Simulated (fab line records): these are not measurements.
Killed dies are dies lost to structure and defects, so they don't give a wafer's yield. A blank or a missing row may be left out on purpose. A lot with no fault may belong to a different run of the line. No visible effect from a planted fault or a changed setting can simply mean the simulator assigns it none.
Split-lot trial | flow n5Finfet | 21 wafers read from 7 lots, route of 1938 steps

ABOUT THE SPLIT
At N5_BEOL_M9_COAT_22 (resist thk 30 nm), the setting spinRpm was moved away from the recipe's 1500 rpm on 8 of the 21 wafers read, by -7.1% to +7.0%. For the rest of the wafers, this setting stayed at what the recipe calls for.

FROM THE SPLIT TO THE READING: what the file shows between them, 4 steps
- N5_BEOL_M9_EBR_24
- N5_BEOL_M9_SOFTBAKE_23: time 60 s
- N5_BEOL_M9_EXPOSE_25: exposes mask V8
- N5_BEOL_M9_PEB_26: peb time 60 s

THE READING
CAR-EUV_of_BEOL_M9_COAT_22.thkNm (the simulator's own value, which no gauge read), in nm, at N5_BEOL_M9_DEVELOP_27 (develop time 30 s). No usual value for it is given in the file. Across the 13 wafers here that went through the recipe, the average is 29.6 nm and the standard deviation 0.072 nm.

wafer  | tool, chamber at the split | spinRpm as run, rpm | against the recipe | CAR-EUV_of_BEOL_M9_COAT_22.thkNm, nm | against lot-mates on the recipe
L075.2 | lithoTrack-04, 0           | 1500                | recipe             | 29.6                                 | -
L075.4 | lithoTrack-04, 0           | 1500                | recipe             | 29.6                                 | -
L075.5 | lithoTrack-04, 0           | 1590                | +6.0%              | 28.8                                 | -0.8
L077.1 | lithoTrack-04, 0           | 1500                | recipe             | 29.6                                 | -
L077.2 | lithoTrack-04, 0           | 1393                | -7.1%              | 30.8                                 | +1.2
L077.3 | lithoTrack-04, 0           | 1393                | -7.1%              | 30.8                                 | +1.2
L083.2 | lithoTrack-04, 0           | 1500                | recipe             | 29.4                                 | -
L083.4 | lithoTrack-04, 0           | 1500                | recipe             | 29.4                                 | -
L083.5 | lithoTrack-04, 0           | 1500                | recipe             | 29.6                                 | -
L080.1 | lithoTrack-04, 0           | 1500                | recipe             | 29.6                                 | -
L080.6 | lithoTrack-04, 0           | 1500                | recipe             | 29.6                                 | -
L080.3 | lithoTrack-04, 0           | 1455                | -3.0%              | 30                                   | +0.4
L085.3 | lithoTrack-05, 0           | 1434                | -4.4%              | 30.2                                 | +0.6
L085.5 | lithoTrack-05, 0           | 1434                | -4.4%              | 30.2                                 | +0.6
L085.6 | lithoTrack-05, 0           | 1500                | recipe             | 29.6                                 | -
L090.2 | lithoTrack-05, 0           | 1500                | recipe             | 29.6                                 | -
L090.5 | lithoTrack-05, 0           | 1500                | recipe             | 29.6                                 | -
L090.6 | lithoTrack-05, 0           | 1605                | +7.0%              | 28.4                                 | -1.2
L091.2 | lithoTrack-01, 0           | 1500                | recipe             | 29.6                                 | -
L091.4 | lithoTrack-01, 0           | 1500                | recipe             | 29.6                                 | -
L091.3 | lithoTrack-01, 0           | 1439                | -4.1%              | 30                                   | +0.4

THE FIT
A straight line over all 21 wafers: CAR-EUV_of_BEOL_M9_COAT_22.thkNm changes by -0.155 nm for each +1% of spinRpm; r = -0.98; the points scatter about the line by 0.097 nm.
The same after taking each lot's own level away (the mean of its wafers on the recipe; 21 wafers): -0.154 nm for each +1%; r = -0.99; scatter 0.086 nm.
According to that fit, moving spinRpm by its largest amount changes the reading by 1.1 nm.
The span of the lots' own levels, 29.47 to 29.60 nm, comes to 1.8 times the standard deviation stated above.
So the lot-to-lot level changes the slope little: the two slopes agree.
Check: with one of the wafers moved furthest among these (-7.1%) left out of the fit, the line predicts +1.05 nm for it against its lot-mates. Against them it came out at +1.2 nm.

FURTHER SPLITS ON THESE WAFERS
These wafers also went through other splits before the reading. Each is held against what the fit with the lots' levels taken away leaves over:
other split on the same wafers | wafers away from the commonest value | r with CAR-EUV_of_BEOL_M9_COAT_22.thkNm (lot level and that fit taken away)
N5_BEOL_M8_EXPOSE_08 doseMj    | 8                                    | +0.04
N5_BEOL_M9_COAT_63 spinRpm     | 4                                    | -0.10

THE WHOLE CHAIN: every reading that the file lists as answering this split, in the file's order
step                  | what it does      | reading                                                                           | change (the file's fit)               | r (the file's)
N5_BEOL_M9_COAT_22    | resist thk 30 nm  | CAR-EUV_of_BEOL_M9_COAT_22.thkNm (the simulator's own value, which no gauge read) | -0.141 nm for each +1% of the setting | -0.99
N5_BEOL_M9_DEVELOP_27 | develop time 30 s | CAR-EUV_of_BEOL_M9_COAT_22.thkNm (the simulator's own value, which no gauge read) | -0.151 nm for each +1% of the setting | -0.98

FILE'S OWN FIT
CAR-EUV_of_BEOL_M9_COAT_22.thkNm changes by -0.151 nm for each +1% of spinRpm, r = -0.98.
